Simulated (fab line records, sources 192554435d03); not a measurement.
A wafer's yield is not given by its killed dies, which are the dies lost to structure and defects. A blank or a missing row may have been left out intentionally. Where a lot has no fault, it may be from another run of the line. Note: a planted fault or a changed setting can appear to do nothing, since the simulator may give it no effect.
fab line records	flow n5Finfet
record: lots: 4	wafers: 12	lastDay: 18
route steps=1938 shown BEOL_M4@1099 BEOL_M5@1112 BEOL_M14@1751 PASSIVATION@1936
lots that met no fault: from a run of the same line without faults
startH: hours from the record's opening day to when the first of the lot's shown wafers began	waitH: hours since the lot's step before	" repeats the value in the row above	L1.1+2: a row that stands for several wafers	- either no value or no given start	* or withheld: withheld	< > ~ a bound
route shown NAME@n: a module of which the file shows steps, and the number in the route of the first	usual: mean/standard deviation of fault-free wafers	same: alike in all rows	chamber/n: place in a boat	sites: each site's reading	_std_site: their standard deviation	_edge_site: outer sites' mean less inner sites'	radiusMm: for every site, how far away it sits from the centre of the wafer	mask NAME#n: copy n	behind: tool/chamber where the wafer was last shaped	hold: reason for holding the lot/hours on hold/outcome of the hold	device: transistor that didn't switch, given as n, p or np	end of line: tests of these same wafers at the route's end	where a step has no rows: the recipe by itself	killed: not the wafer's yield, but the dies lost to structure and defects at the first sort	map: a wafer's dies, marking killed ones x, the rest . and places with no die _
set.NAME: the run value of the setting; set.NAME@STEP: its run value at that earlier step	model.NAME: the simulator's own value behind a step, which no gauge read
lots seen at some steps along the route; tables by step, rows by wafer
services: from which hour (startH, from the record's first day; less than 0 if before it) a tool's chamber was out of use, for how many hours, and why
== steps ==
step: N5_BEOL_M4_ANNEAL_95
recipe: tempC: 400	timeS: 240	ambient: vacuum
step: N5_BEOL_M4_SPUTTER_96
recipe: material: Cu	targetThkA: 45	tempC: -20	chamberPressurePa: 0.07	powerW: withheld	timeS: 8.29
step: N5_BEOL_M4_ECD_50
recipe: material: Cu	targetThkA: 3000
step: N5_BEOL_M4_ANNEAL_51
recipe: tempC: 225	timeS: 90	ambient: N2
step: N5_BEOL_M4_CMP_52
recipe: stopOn: SiOC	tOverpolishS: 6.8	downForcePsi: 1	platenRpm: 50	clearingPlatenDownForcePsi: 1.5	clearingPlatenRpm: 50	postCmpClean: cuAlkaline	targetThkNm: 40	clearingPlatenPadVelocityMS: 0.99484	padVelocityMS: 0.99484
step: N5_BEOL_M4_PRE_CLEAN_60
recipe: gas: NH3/H2	timeS: 15	tempC: *	rfPowerW: 300
step: N5_BEOL_M4_CO_CAP_55
recipe: material: Co	targetThkA: 20	tempC: 200	precursor: CCTBA/H2	pressureTorr: 30	timeS: 102.1
step: N5_BEOL_M4_PRE_CLEAN_56
recipe: gas: NH3	timeS: 15	tempC: withheld	rfPowerW: 300
step: N5_BEOL_M4_DEP_57
recipe: material: SiCN	targetThkA: 80	tempC: withheld	precursor: 3MS/NH3	pressureTorr: 3	rfW: 202	timeS: 14
step: N5_BEOL_M4_RC_MEAS_101
usual: DIBL_N: 35.4/2.1	DIBL_P: 34.8/2.6	IOFF_N: 0.15/0.037	IOFF_P: 0.19/0.037	ION_N: 677/16	ION_P: 462/9.3	SS_N: 71.4/0.75	SS_P: 72.9/0.77	VT_N: 250/3.7	VT_P: -251/3.5
lot.wafer	tool	chamber	startH	waitH	DIBL_N[mV/V]	DIBL_P[mV/V]	IOFF_N[nA/um]	IOFF_P[nA/um]	ION_N[uA/um]	ION_P[uA/um]	SS_N[mV/dec]	SS_P[mV/dec]	VT_N[mV]	VT_P[mV]
L883.1	prober-02	0	183.59	0.0	31.6	28.4	0.09	0.16	664	473	70.1	72.4	255	-252
L883.2	"	0	"	"	35.5	33.2	0.14	0.21	680	470	71.0	72.9	250	-249
L883.5	"	0	"	"	34.3	31.4	0.13	0.18	680	463	70.9	72.7	248	-249
L894.3	prober-02	0	258.64	0.3	32.9	32.4	0.14	0.18	687	467	70.5	72.3	247	-249
L894.4	"	0	"	"	33.6	32.4	0.14	0.18	691	469	71.7	72.3	247	-252
L894.6	"	0	"	"	37.6	36.2	0.22	0.23	688	464	72.7	73.0	245	-248
L897.1	prober-02	0	260.65	0.0	36.6	35.0	0.14	0.18	642	445	71.3	73.3	252	-255
L897.3	"	0	"	"	35.0	32.9	0.11	0.13	649	440	71.7	71.8	257	-259
L897.5	"	0	"	"	38.2	37.5	0.18	0.20	656	450	72.4	73.2	252	-254
L905.2	prober-02	0	326.19	0.2	36.8	37.0	0.18	0.19	703	462	72.1	73.5	248	-252
L905.3	"	0	"	"	34.6	36.3	0.15	0.20	689	468	71.3	72.6	247	-252
L905.6	"	0	"	"	33.5	32.9	0.12	0.15	680	463	71.7	72.2	251	-256
step: N5_BEOL_M5_ILD_DEP_00
recipe: material: SiCOH_lowk	targetThkA: 1406.4	tempC: 300	precursor: DEMS/porogen	pressureTorr: 5	rfW: 500	timeS: 25.9
step: N5_BEOL_M5_CURE_79
recipe: tempC: 385	timeS: 240	ambient: He/Ar	material: SiCOH_lowk
step: N5_BEOL_M5_PECVD_70
recipe: material: SiO2	targetThkA: 160	tempC: 400	precursor: TEOS/O2	pressureTorr: 5.5	rfW: 450	teosFlowSccm: 53.8	gas: O2	flowSccm: 3000	timeS: 18
step: N5_BEOL_M5_HM_DEP_02
recipe: material: TiN	targetThkA: 200	tempC: 25	chamberPressurePa: 0.49996
step: N5_BEOL_M5_COAT_59
recipe: resist: SOC	tempC: 250	timeS: 60	spinRpm: 1500	resistThkNm: 60
step: N5_BEOL_M5_COAT_60
recipe: resist: SiARC	tempC: 220	timeS: 60	spinRpm: 1500	resistThkNm: 12
step: N5_BEOL_M5_COAT_71
recipe: resist: underlayer	tempC: 205	timeS: 60	spinRpm: 1500	resistThkNm: 5
step: N5_BEOL_M5_COAT_05
recipe: resist: CAR-EUV	spinRpm: 1500	resistThkNm: 30
step: N5_BEOL_M5_EBR_07
recipe: solvent: PGMEA	ebrWidthMm: 1.5
step: N5_BEOL_M5_SOFTBAKE_06
recipe: tempC: 110	timeS: 60	resist: CAR-EUV
step: N5_BEOL_M5_EXPOSE_08
recipe: maskId: M5	na: 0.33	sourceShape: annular	sigmaInner: 0.4	sigmaOuter: 0.8	polarization: unpolarized	targetCdNm: 28	doseMj: 35.75
step: N5_BEOL_M5_PEB_09
recipe: pebTempC: 100	pebTimeS: 60	resist: CAR-EUV
step: N5_BEOL_M5_DEVELOP_10
recipe: developTimeS: 30	developer: TMAH	resist: CAR-EUV	rinseLiquid: surfactantRinse	dry: airSpin	devTempC: 23
step: N5_BEOL_M5_DESCUM_16
recipe: chemistry: O2	timeS: 7	sourcePowerW: 50	biasPowerW: 20	pressureMtorr: 20	rfFrequencyHz: 2.712e+07	tempC: 40	resist: CAR-EUV	o2FlowSccm: 225
step: N5_BEOL_M5_ETCH_72
recipe: chemistry: N2/H2	target: underlayer	targetDepthA: 65	maskMaterial: CAR-EUV	timeS: 5.2	ionEnergyEv: 200	pressureMtorr: 30	sourceW: 840	biasW: 150	n2FlowSccm: 200	h2FlowSccm: 200	ends: cleared
step: N5_BEOL_M5_ETCH_61
recipe: chemistry: CF4	target: SiARC	targetDepthA: 156	maskMaterial: CAR-EUV	timeS: 26	ionEnergyEv: 80	pressureMtorr: 40	sourceW: 545	biasW: 36	Ar_flow_sccm: 100	cf4FlowSccm: 100	ends: cleared
step: N5_BEOL_M5_ETCH_62
recipe: chemistry: N2/H2	target: SOC	targetDepthA: 750	overetchA: 150	maskMaterial: SiARC	tempC: 40	timeS: 112.5	ionEnergyEv: 200	pressureMtorr: 30	sourceW: 840	biasW: 150	n2FlowSccm: 200	h2FlowSccm: 200
step: N5_BEOL_M5_STRIP_63
recipe: chemistry: N2/H2	tempC: 40	n2FlowSccm: 200	h2FlowSccm: 200	rfFrequencyHz: 6e+07
step: N5_BEOL_M5_STRIP_73
recipe: chemistry: N2/H2	tempC: 40	n2FlowSccm: 200	h2FlowSccm: 200	rfFrequencyHz: 6e+07
step: N5_BEOL_M5_STRIP_64
recipe: chemistry: CF4	resist: SiARC	powerW: 300	biasPowerW: 75	pressureMtorr: 50	cf4FlowSccm: 150	rfFrequencyHz: 6e+07
step: N5_BEOL_M5_HM_OPEN_17
recipe: chemistry: Cl2/BCl3	targetDepthA: 200	overetchA: 60	target: TiN	maskMaterial: SOC	ionEnergyEv: 150	pressureMtorr: 10	icpW: 1000	biasW: 126	Cl2_flow_sccm: 53.25	bcl3FlowSccm: 21.75	Ar_flow_sccm: 25
step: N5_BEOL_M5_STRIP_19
recipe: chemistry: O2	powerW: 400	tempC: 40	pressureMtorr: 30	rfFrequencyHz: 6e+07	biasPowerW: 0	overashFraction: 0.2	o2FlowSccm: 225
step: N5_BEOL_M5_COAT_65
recipe: resist: SOC	tempC: 250	timeS: 60	spinRpm: 1500	resistThkNm: 60
step: N5_BEOL_M5_COAT_66
recipe: resist: SiARC	tempC: 220	timeS: 60	spinRpm: 1500	resistThkNm: 12
step: N5_BEOL_M14_ETCH_68
recipe: chemistry: N2/H2	target: SOC	maskMaterial: SiARC	sourceW: 3000	biasW: 350	tempC: 40	timeS: 450	ionEnergyEv: 200	pressureMtorr: 30	n2FlowSccm: 200	h2FlowSccm: 200
usual: biasW: 349.9/0.9	chamberPressureMTorr: 30.000/0.026	drypumpMotorCurrentA: 5.68/0.29	oesProductAu: 0.81/0.08	rfVppV: 524.1/2.5	showerheadPlenumPTorr: 2.54/0.078	throttleValvePct: 17.82/0.29
lot.wafer	tool	chamber	startH	waitH	biasW	chamberPressureMTorr	drypumpMotorCurrentA	oesProductAu	rfHoursCounterH	rfVppV	showerheadPlenumPTorr	throttleValvePct	model.coat_of_BEOL_M14_COAT_22.thkNm	model.SiARC_of_BEOL_M14_COAT_66.thkNm
L883.1	rieDiel-05	3	272.69	0.1	352.3	29.990	5.28	0.88	39	521.3	2.47	17.94	0	63.2
L883.2	"	1	"	"	349.1	29.996	5.84	0.86	74	524.4	2.56	17.31	0	63.2
L883.5	"	1	"	"	347.7	30.044	5.83	0.86	-	525.0	2.56	17.33	0	64
L894.3	rieDiel-05	3	340.76	0.1	-	-	-	-	-	-	-	-	212.6	110
L894.4	"	2	"	"	-	-	-	-	-	-	-	-	213.2	110
L894.6	"	3	"	"	-	-	-	-	-	-	-	-	212.6	110
L897.1	rieDiel-03	1	347.55	0.1	-	-	-	-	-	-	-	-	210.4	110.6
L897.3	"	3	"	"	-	-	-	-	-	-	-	-	210	110.6
L897.5	"	1	"	"	-	-	-	-	-	-	-	-	210.4	111
L905.2	rieDiel-05	0	403.77	0.1	348.3	30.000	5.80	0.97	3	523.1	2.49	17.50	0	64.4
L905.3	"	1	"	"	351.8	29.981	5.85	0.80	120	525.5	2.54	17.41	0	63.6
L905.6	"	3	"	"	350.8	29.995	5.30	0.81	-	522.6	2.45	18.05	0	64.6
step: N5_PASSIVATION_PROBE_49
usual: defectLimitedYield: 90.5/1.7	killed_at_M0_to_M3: 37/12	killed_at_M4_up: 14/5.2	killedAtContacts: 12/5.9	killedAtFrontEnd: 45/14	killedAtOther: 3.5/2.8	killedDies: 112/21	killedOnRim: 15/4.5	killedOpen: 73/15	killedShort: 36/8.9	sort_bin_5_function: 5.6/1.2	sort_bin_6_memory: 3.5/0.68	sortNPass: 1068/21	sortYieldPct: 90.5/1.8
same: grossDies: 1180	killedAtBackSide: 0	sort_bin_4_leakage[%]: 0	sort_bin_8_speed[%]: 0
lot.wafer	tool	chamber	startH	waitH	defectLimitedYield[%]	killed_at_M0_to_M3	killed_at_M4_up	killedAtContacts	killedAtFrontEnd	killedAtOther	killedDies	killedOnRim	killedOpen	killedShort	sort_bin_5_function[%]	sort_bin_6_memory[%]	sortNPass	sortYieldPct[%]
L883.1	prober-02	-	300.92	0.0	91.8	33	20	2	39	3	97	9	70	27	4.8	3.0	1083	91.8
L883.2	prober-02	-	300.97	0.1	88.1	47	20	5	65	3	140	20	92	47	6.6	4.9	1040	88.1
L883.5	prober-02	-	301.12	0.2	91.5	29	11	11	47	2	100	11	60	40	5.3	2.5	1080	91.5
L894.3	prober-02	-	371.85	0.1	0	36	1104	13	20	7	1180	152	64	28	96.5	3.1	0	0
L894.4	prober-02	-	371.90	0.2	0	27	1106	11	33	3	1180	152	53	32	96.8	3.1	0	0
L894.6	prober-02	-	372.00	0.3	0	30	1104	20	24	2	1180	152	60	29	97.2	2.8	0	0
L897.1	prober-02	-	374.86	0.0	0	47	1062	9	51	11	1180	152	83	46	95.8	3.8	0	0
L897.3	prober-02	-	374.96	0.1	0	45	1079	20	32	4	1180	152	68	47	95.8	4.0	0	0
L897.5	prober-02	-	375.06	0.2	0	73	1028	33	44	2	1180	152	111	60	94.6	4.8	0	0
L905.2	prober-01	-	438.10	0.1	92.5	38	13	6	26	6	89	12	63	26	3.7	3.4	1091	92.5
L905.3	prober-01	-	438.15	0.1	90.8	24	17	11	49	7	108	11	75	32	5.1	3.6	1072	90.8
L905.6	prober-01	-	438.30	0.3	90.3	48	21	12	34	0	115	11	72	40	4.8	4.5	1065	90.3
killed by level:class
L883.1 BEOL_M3:geometricParticle:open=11 BEOL_M4:geometricParticle:open=11 FIN_SAQP:geometricParticle:open=10 BEOL_M2:geometricParticle:open=10 FIN_SAQP:geometricParticle:short=7 DUMMY_GATE:geometricParticle:open=6 GATE_CUT:geometricParticle:open=4 GATE_CUT:geometricParticle:short=4
L883.2 FIN_SAQP:geometricParticle:open=17 FIN_SAQP:geometricParticle:short=17 STI_FIN_REVEAL:geometricParticle:open=14 BEOL_M4:geometricParticle:open=12 BEOL_M0_SAQP:geometricParticle:open=10 BEOL_M0_SAQP:geometricParticle:short=10 BEOL_M2:geometricParticle:open=10 BEOL_M3:geometricParticle:open=10
L883.5 MOL_CONTACT_COAG:geometricParticle:open=11 FIN_SAQP:geometricParticle:short=9 STI_FIN_REVEAL:geometricParticle:open=8 GATE_CUT:geometricParticle:short=8 BEOL_M3:geometricParticle:open=7 FIN_SAQP:geometricParticle:open=6 BEOL_M0:geometricParticle:short=6 BEOL_M4:geometricParticle:open=6
L894.3 BEOL_M14:areaEtch=1085 BEOL_M3:geometricParticle:open=12 MOL_CONTACT_COAG:geometricParticle:open=11 BEOL_M5:geometricParticle:open=6 BEOL_M3:geometricParticle:short=5 STI_FIN_REVEAL:geometricParticle:open=4 BEOL_M2:geometricParticle:open=4 BEOL_M4:geometricParticle:open=4
L894.4 BEOL_M14:areaEtch=1093 BEOL_M1:geometricParticle:open=11 FIN_SAQP:geometricParticle:short=10 MOL_CONTACT_COAG:geometricParticle:open=8 FIN_SAQP:geometricParticle:open=7 GATE_CUT:geometricParticle:short=7 BEOL_M2:geometricParticle:open=6 BEOL_M4:geometricParticle:open=5
L894.6 BEOL_M14:areaEtch=1089 MOL_CONTACT_COAG:geometricParticle:open=15 BEOL_M1:geometricParticle:open=6 BEOL_M4:geometricParticle:open=6 FIN_SAQP:geometricParticle:open=5 BEOL_M0_SAQP:geometricParticle:short=5 BEOL_M3:geometricParticle:open=5 STARTING-WAFER:geometricParticle:short=4
L897.1 BEOL_M14:areaEtch=1049 BEOL_M3:geometricParticle:open=15 FIN_SAQP:geometricParticle:short=10 STI_FIN_REVEAL:geometricParticle:open=10 DUMMY_GATE:geometricParticle:open=9 MOL_CONTACT_COAG:geometricParticle:open=8 BEOL_M0_SAQP:geometricParticle:short=8 FIN_SAQP:geometricParticle:open=6
L897.3 BEOL_M14:areaEtch=1065 MOL_CONTACT_COAG:geometricParticle:open=15 BEOL_M3:geometricParticle:open=10 FIN_SAQP:geometricParticle:short=9 BEOL_M0_SAQP:geometricParticle:short=9 BEOL_M0_SAQP:geometricParticle:open=8 BEOL_M4:geometricParticle:open=7 STI_FIN_REVEAL:geometricParticle:open=5
L897.5 BEOL_M14:areaEtch=1009 MOL_CONTACT_COAG:geometricParticle:open=23 BEOL_M0_SAQP:geometricParticle:short=20 BEOL_M1:geometricParticle:open=16 BEOL_M3:geometricParticle:open=15 BEOL_M0_SAQP:geometricParticle:open=14 FIN_SAQP:geometricParticle:short=13 FIN_SAQP:geometricParticle:open=10
L905.2 BEOL_M0:geometricParticle:open=8 BEOL_M2:geometricParticle:open=7 BEOL_M3:geometricParticle:open=6 STI_FIN_REVEAL:geometricParticle:open=5 MOL_CONTACT_COAG:geometricParticle:open=5 ILD0:geometricParticle:open=4 BEOL_M0_SAQP:geometricParticle:short=4 BEOL_M0_SAQP:geometricParticle:open=4
L905.3 STI_FIN_REVEAL:geometricParticle:open=12 MOL_CONTACT_COAG:geometricParticle:open=8 BEOL_M3:geometricParticle:open=8 BEOL_M4:geometricParticle:open=7 FIN_SAQP:geometricParticle:short=5 FIN_SAQP:geometricParticle:open=5 DUMMY_GATE:geometricParticle:open=5 BEOL_M0_SAQP:geometricParticle:open=5
L905.6 STI_FIN_REVEAL:geometricParticle:open=9 BEOL_M0_SAQP:geometricParticle:open=9 BEOL_M0:geometricParticle:open=9 BEOL_M4:geometricParticle:open=9 MOL_CONTACT_COAG:geometricParticle:open=8 BEOL_M1:geometricParticle:open=8 BEOL_M1:geometricParticle:short=7 FIN_SAQP:geometricParticle:short=6
map L894.3 (x killed, . not)
_________________xxxxxxxxxxxx________________
______________xxxxxxxxxxxxxxxxxx_____________
___________xxxxxxxxxxxxxxxxxxxxxxxx__________
__________xxxxxxxxxxxxxxxxxxxxxxxxxx_________
________xxxxxxxxxxxxxxxxxxxxxxxxxxxxxx_______
_______xxxxxxxxxxxxxxxxxxxxxxxxxxxxxxxx______
______xxxxxxxxxxxxxxxxxxxxxxxxxxxxxxxxxx_____
_____xxxxxxxxxxxxxxxxxxxxxxxxxxxxxxxxxxxx____
____xxxxxxxxxxxxxxxxxxxxxxxxxxxxxxxxxxxxxx___
___xxxxxxxxxxxxxxxxxxxxxxxxxxxxxxxxxxxxxxxx__
___xxxxxxxxxxxxxxxxxxxxxxxxxxxxxxxxxxxxxxxx__
__xxxxxxxxxxxxxxxxxxxxxxxxxxxxxxxxxxxxxxxxxx_
__xxxxxxxxxxxxxxxxxxxxxxxxxxxxxxxxxxxxxxxxxx_
_xxxxxxxxxxxxxxxxxxxxxxxxxxxxxxxxxxxxxxxxxxxx
_xxxxxxxxxxxxxxxxxxxxxxxxxxxxxxxxxxxxxxxxxxxx
_xxxxxxxxxxxxxxxxxxxxxxxxxxxxxxxxxxxxxxxxxxxx
_xxxxxxxxxxxxxxxxxxxxxxxxxxxxxxxxxxxxxxxxxxxx
_xxxxxxxxxxxxxxxxxxxxxxxxxxxxxxxxxxxxxxxxxxxx
_xxxxxxxxxxxxxxxxxxxxxxxxxxxxxxxxxxxxxxxxxxxx
_xxxxxxxxxxxxxxxxxxxxxxxxxxxxxxxxxxxxxxxxxxxx
_xxxxxxxxxxxxxxxxxxxxxxxxxxxxxxxxxxxxxxxxxxxx
__xxxxxxxxxxxxxxxxxxxxxxxxxxxxxxxxxxxxxxxxxx_
__xxxxxxxxxxxxxxxxxxxxxxxxxxxxxxxxxxxxxxxxxx_
___xxxxxxxxxxxxxxxxxxxxxxxxxxxxxxxxxxxxxxxx__
___xxxxxxxxxxxxxxxxxxxxxxxxxxxxxxxxxxxxxxxx__
____xxxxxxxxxxxxxxxxxxxxxxxxxxxxxxxxxxxxxx___
_____xxxxxxxxxxxxxxxxxxxxxxxxxxxxxxxxxxxx____
______xxxxxxxxxxxxxxxxxxxxxxxxxxxxxxxxxx_____
_______xxxxxxxxxxxxxxxxxxxxxxxxxxxxxxxx______
________xxxxxxxxxxxxxxxxxxxxxxxxxxxxxx_______
__________xxxxxxxxxxxxxxxxxxxxxxxxxx_________
___________xxxxxxxxxxxxxxxxxxxxxxxx__________
______________xxxxxxxxxxxxxxxxxx_____________
_________________xxxxxxxxxxxx________________
map L897.1 (x killed, . not)
_________________xxxxxxxxxxxx________________
______________xxxxxxxxxxxxxxxxxx_____________
___________xxxxxxxxxxxxxxxxxxxxxxxx__________
__________xxxxxxxxxxxxxxxxxxxxxxxxxx_________
________xxxxxxxxxxxxxxxxxxxxxxxxxxxxxx_______
_______xxxxxxxxxxxxxxxxxxxxxxxxxxxxxxxx______
______xxxxxxxxxxxxxxxxxxxxxxxxxxxxxxxxxx_____
_____xxxxxxxxxxxxxxxxxxxxxxxxxxxxxxxxxxxx____
____xxxxxxxxxxxxxxxxxxxxxxxxxxxxxxxxxxxxxx___
___xxxxxxxxxxxxxxxxxxxxxxxxxxxxxxxxxxxxxxxx__
___xxxxxxxxxxxxxxxxxxxxxxxxxxxxxxxxxxxxxxxx__
__xxxxxxxxxxxxxxxxxxxxxxxxxxxxxxxxxxxxxxxxxx_
__xxxxxxxxxxxxxxxxxxxxxxxxxxxxxxxxxxxxxxxxxx_
_xxxxxxxxxxxxxxxxxxxxxxxxxxxxxxxxxxxxxxxxxxxx
_xxxxxxxxxxxxxxxxxxxxxxxxxxxxxxxxxxxxxxxxxxxx
_xxxxxxxxxxxxxxxxxxxxxxxxxxxxxxxxxxxxxxxxxxxx
_xxxxxxxxxxxxxxxxxxxxxxxxxxxxxxxxxxxxxxxxxxxx
_xxxxxxxxxxxxxxxxxxxxxxxxxxxxxxxxxxxxxxxxxxxx
_xxxxxxxxxxxxxxxxxxxxxxxxxxxxxxxxxxxxxxxxxxxx
_xxxxxxxxxxxxxxxxxxxxxxxxxxxxxxxxxxxxxxxxxxxx
_xxxxxxxxxxxxxxxxxxxxxxxxxxxxxxxxxxxxxxxxxxxx
__xxxxxxxxxxxxxxxxxxxxxxxxxxxxxxxxxxxxxxxxxx_
__xxxxxxxxxxxxxxxxxxxxxxxxxxxxxxxxxxxxxxxxxx_
___xxxxxxxxxxxxxxxxxxxxxxxxxxxxxxxxxxxxxxxx__
___xxxxxxxxxxxxxxxxxxxxxxxxxxxxxxxxxxxxxxxx__
____xxxxxxxxxxxxxxxxxxxxxxxxxxxxxxxxxxxxxx___
_____xxxxxxxxxxxxxxxxxxxxxxxxxxxxxxxxxxxx____
______xxxxxxxxxxxxxxxxxxxxxxxxxxxxxxxxxx_____
_______xxxxxxxxxxxxxxxxxxxxxxxxxxxxxxxx______
________xxxxxxxxxxxxxxxxxxxxxxxxxxxxxx_______
__________xxxxxxxxxxxxxxxxxxxxxxxxxx_________
___________xxxxxxxxxxxxxxxxxxxxxxxx__________
______________xxxxxxxxxxxxxxxxxx_____________
_________________xxxxxxxxxxxx________________
== services ==
tool	chamber	startH	hours	kind
rieDiel-03	-	253.52	0.4	repair
rieDiel-05	0	265.47	8.7	repair
rieDiel-03	1	276.68	-	clean
rieDiel-03	1	276.68	-	consumableReplace:focusRing
rieDiel-03	1	276.68	-	consumableReplace:showerhead
rieDiel-03	1	276.68	18.7	scheduledDown
rieDiel-03	1	276.68	18.7	ventCycle
rieDiel-05	2	279.25	2.4	repair
rieDiel-05	0	287.52	1.8	repair
rieDiel-05	1	290.79	6.3	repair
rieDiel-03	0	293.22	10.1	repair
rieDiel-05	1	317.84	8.7	repair
rieDiel-03	0	336.21	4.9	repair
rieDiel-03	0	347.94	-	clean
rieDiel-03	0	347.94	-	consumableReplace:focusRing
rieDiel-03	0	347.94	17.2	scheduledDown
rieDiel-03	0	347.94	17.2	ventCycle
rieDiel-03	3	359.58	7.1	repair
rieDiel-05	0	376.89	-	clean
rieDiel-05	0	376.89	-	consumableReplace:focusRing
rieDiel-05	0	376.89	17.5	scheduledDown
rieDiel-05	0	376.89	17.5	ventCycle
rieDiel-03	0	390.45	5.0	repair
rieDiel-03	-	396.96	2.8	pm
== key ==
firstSign: step: N5_BEOL_M14_ETCH_68	reading: toolRecord	direction: missing
effect: step: N5_PASSIVATION_PROBE_49	reading: killed_at_M4_up	direction: up	sigmas: 99+	usual: 14	struck: 1080
modelEffect: step: N5_BEOL_M14_ETCH_68	value: coat_of_BEOL_M14_COAT_22.thkNm	without: 0	struck: 211.5
moreKillsBornAt: N5_BEOL_M14_ETCH_68@rieDiel-05: 3267	N5_BEOL_M14_ETCH_68@rieDiel-03: 3123
metAt N5_BEOL_M14_ETCH_68
struckWafers L894.3,L894.4,L894.6,L897.1,L897.3,L897.5
laterRowsLeftOut L894.3,L894.4,L894.6,L897.1,L897.3,L897.5
onsetBetween 272.69 340.76
fault: kind: skippedStepWhole	tool: rieDiel-03,rieDiel-05	chamber: -	onsetH: 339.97	steps: N5_BEOL_M14_ETCH_68	scope: struckLotsOnly
laterRowsLeftOut: the simulator's readings of these wafers behind a module that went badly wrong aren't trusted and aren't shown, but for the sort
